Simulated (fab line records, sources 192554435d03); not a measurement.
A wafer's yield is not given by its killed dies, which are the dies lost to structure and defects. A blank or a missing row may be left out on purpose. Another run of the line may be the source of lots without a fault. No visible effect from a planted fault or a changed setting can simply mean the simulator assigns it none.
Lot-split experiment	flow n5 finfet	on a route of 1938 steps: 7 lots, 21 wafers read

## THE SPLIT ITSELF
At N5_BEOL_M11_TRENCH_ETCH_37 (etches SiCOH lowk in C4F6/O2, target depth 148.83 nm, time 48 s), the setting time s was moved away from the recipe's 48 s on 5 of the 21 wafers read, by -14.6% to +13.6%. This setting was run at the recipe's value on the other wafers.

## FROM THE SPLIT TO THE READING: what the file shows between them, 2 steps
- N5_BEOL_M11_ETCH_41: etches SiCN in CH3F/O2, target depth 42.6 nm, time 86 s
- N5_BEOL_M11_STRIP_77: strips in N2/H2, time 10 s

## THE READING
trench depth nm, in nm, at N5_BEOL_M11_OCD_MEAS_38. A value of 148.5 nm with a standard deviation of 2.9 nm is what fault-free wafers of this fab line usually give.

wafer	tool, chamber at the split	time s as run, s	against the recipe	trench depth nm, nm	against lot-mates on the recipe
L075.1	rie diel-02, 1	48	recipe	146.7	-
L075.3	rie diel-02, 3	48	recipe	144.8	-
L075.4	rie diel-02, 0	48	recipe	151.0	-
L083.1	rie diel-02, 2	54.35	+13.2%	169.6	+22.8
L083.3	rie diel-02, 3	54.35	+13.2%	163.4	+16.6
L083.4	rie diel-02, 1	48	recipe	146.8	-
L085.1	rie diel-02, 3	48	recipe	145.9	-
L085.3	rie diel-02, 2	48	recipe	149.7	-
L085.4	rie diel-02, 1	48	recipe	147.9	-
L088.1	rie diel-01, 3	48	recipe	150.9	-
L088.3	rie diel-01, 0	41	-14.6%	125.4	-25.5
L088.6	rie diel-01, 1	41	-14.6%	129.7	-21.2
L091.1	rie diel-01, 2	48	recipe	149.5	-
L091.4	rie diel-01, 0	48	recipe	146.4	-
L091.5	rie diel-01, 3	48	recipe	151.7	-
L095.3	rie diel-02, 0	48	recipe	151.1	-
L095.4	rie diel-02, 2	54.52	+13.6%	171.3	+20.1
L095.6	rie diel-02, 3	48	recipe	151.4	-
L096.1	rie diel-03, 0	48	recipe	146.7	-
L096.5	rie diel-03, 1	48	recipe	144.6	-
L096.6	rie diel-03, 0	48	recipe	146.9	-

THE FIT
A straight line over all 21 wafers: trench depth nm changes by +1.46 nm for each +1% of time s; r = +0.97; the points scatter about the line by 2.6 nm.
The same after taking each lot's own level away (the mean of its wafers on the recipe; 21 wafers): +1.54 nm for each +1%; r = +0.98; scatter 2 nm.
That fit puts the effect of the largest move of time s on the reading at 22 nm.
Across the lots, their own levels run from 146.07 to 151.25 nm, a range of 1.8 times the standard deviation given above.
Consequently the slope shifts little with the lot-to-lot level, the two slopes agreeing.
Check: for one of the wafers moved furthest among these (-14.6%), held out of the fit, the line's prediction against its lot-mates is -21.5 nm. Against them it came out at -25.5 nm.

## THE OTHER SPLITS THESE WAFERS WENT THROUGH
Other splits were also applied to these wafers ahead of the reading. Each is held against what the fit with the lots' levels taken away leaves over:
other split on the same wafers	wafers away from the commonest value	r with trench depth nm (lot level and that fit taken away)
N5_BEOL_M8_ILD_DEP_00 temp c	9	+0.09
N5_BEOL_M8_CURE_75 time s	6	-0.11
N5_BEOL_M9_TRENCH_ETCH_37 source w	9	+0.06
N5_BEOL_M11_COAT_05 spin rpm	8	-0.01

## THE WHOLE CHAIN: every reading that the file lists as answering this split, in the file's order
step	what it does	reading	change (the file's fit)	r (the file's)
N5_BEOL_M11_TRENCH_ETCH_37	etches SiCOH lowk in C4F6/O2, target depth 148.83 nm, time 48 s	etch.depth nm (the simulator's own value, which no gauge read)	+1.51 nm for each +1% of the setting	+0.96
N5_BEOL_M11_TRENCH_ETCH_37	etches SiCOH lowk in C4F6/O2, target depth 148.83 nm, time 48 s	BEOL_M11.feature depth nm (the simulator's own value, which no gauge read)	+1.51 nm for each +1% of the setting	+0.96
N5_BEOL_M11_OCD_MEAS_38		trench depth nm	+1.53 nm for each +1% of the setting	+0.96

## FILE'S OWN FIT
trench depth nm changes by +1.53 nm for each +1% of time s, r = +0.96.
